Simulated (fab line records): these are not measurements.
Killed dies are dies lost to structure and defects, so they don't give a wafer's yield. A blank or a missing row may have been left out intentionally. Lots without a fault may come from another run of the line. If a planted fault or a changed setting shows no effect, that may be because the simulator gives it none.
The tool behind it: which one? | flow nand harc | 6 lots, 18 wafers sampled, at 1 step of a route of 1302

== WHAT THE GAUGES SHOWED, per wafer ==
NHARC_P_GATE_CD_MEAS_11: target cd 1640 nm.
lot  | measured     | on        | cd nm (nm)
L322 | day 4 18:32  | cd sem-02 | 1641.2 1639.9 1640.9
L324 | day 5 14:20  | cd sem-02 | 1643.4 1638.3 1640.3
L327 | day 6 19:55  | cd sem-02 | 1636.0 1638.9 1637.8
L332 | day 8 22:11  | cd sem-01 | 1645.9 1641.2 1637.9
L337 | day 10 23:29 | cd sem-02 | 1640.1 1638.5 1637.9
L344 | day 13 20:16 | cd sem-02 | 1639.1 1639.6 1636.0

== EACH LOT AND THE TOOL THAT RAN IT (in order: tool; ch and the chambers of the sampled wafers; start) ==
Before these readings, the record contains no process step.

== THE ANSWER, worked out from the rows above alone ==
Rule: the lots themselves supply what counts as usual. Put in order of their means at a reading, lots are off if they are a third of the lots or fewer, leave a main group of 4 or more, and stand apart from it by a gap of 3 or more times the standard deviation of the main group's means; of several such gaps the widest counts. A main group whose means are all the same, to the digits that the tables above print for the reading, isn't used. A lot without any number at a reading at which 4 lots or more have one is off too. The other lots that the step has rows for count as sound.
No lot is off at any reading shown: from this, nothing can be told.

== WHAT WAS PUT IN BY THE SIMULATOR ==
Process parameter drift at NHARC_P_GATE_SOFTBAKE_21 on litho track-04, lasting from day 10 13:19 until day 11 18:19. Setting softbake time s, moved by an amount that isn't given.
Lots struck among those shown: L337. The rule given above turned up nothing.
